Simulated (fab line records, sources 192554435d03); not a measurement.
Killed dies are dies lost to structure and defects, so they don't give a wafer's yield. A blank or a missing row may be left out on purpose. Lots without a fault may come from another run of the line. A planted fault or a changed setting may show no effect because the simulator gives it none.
Chamber matching | flow n5_finfet | N5_GATE_CUT_ETCH_37 on rie_diel-05: 4 sister chambers
The step etches SOC in N2/H2, target depth 60 nm, overetch 12 nm, time 90 s. 4 wafers are shown with their chamber, then 10 later ones without.

WAFERS WITH THEIR CHAMBER
wafer  | chamber | drypump_motor_current_A (A)
L082.1 | 2       | 5.0
L088.5 | 0       | 6.1
L090.1 | 3       | 5.8
L090.3 | 1       | 6.0

WAFERS WITHOUT THEIR CHAMBER
wafer  | drypump_motor_current_A (A)
L090.6 | 5.7
L095.2 | 5.8
L095.4 | 5.0
L095.5 | 6.0
L096.3 | 5.8
L096.4 | 6.1
L096.5 | 6.0
L097.1 | 6.0
L097.3 | 6.1
L097.4 | 5.8

WHICH CHAMBER EACH WENT THROUGH
wafer  | from the rows above | in truth
L090.6 | 3                   | 3
L095.2 | 3                   | 3
L095.4 | 2                   | 2
L095.5 | 1                   | 1
L096.3 | 3                   | 3
L096.4 | 0                   | 0
L096.5 | 1                   | 1
L097.1 | 1                   | 1
L097.3 | 0                   | 0
L097.4 | 3                   | 3
Placed correctly: 10 of 10. Can't be placed from these rows: 0. Placed wrongly: 0.
How it was worked out, from the rows above alone: a wafer's distance from a chamber is the root of the sum, over the readings, of the square of ((its reading less the chamber's mean) divided by the reading's scatter). The wafer belongs to the nearest chamber; if the next one is less than 2 further off, it can't be placed. A chamber's mean is the mean of its shown wafers. The scatter: with one shown wafer a chamber, the root of the mean of the squares of how far each hidden wafer lies from its nearest shown one.
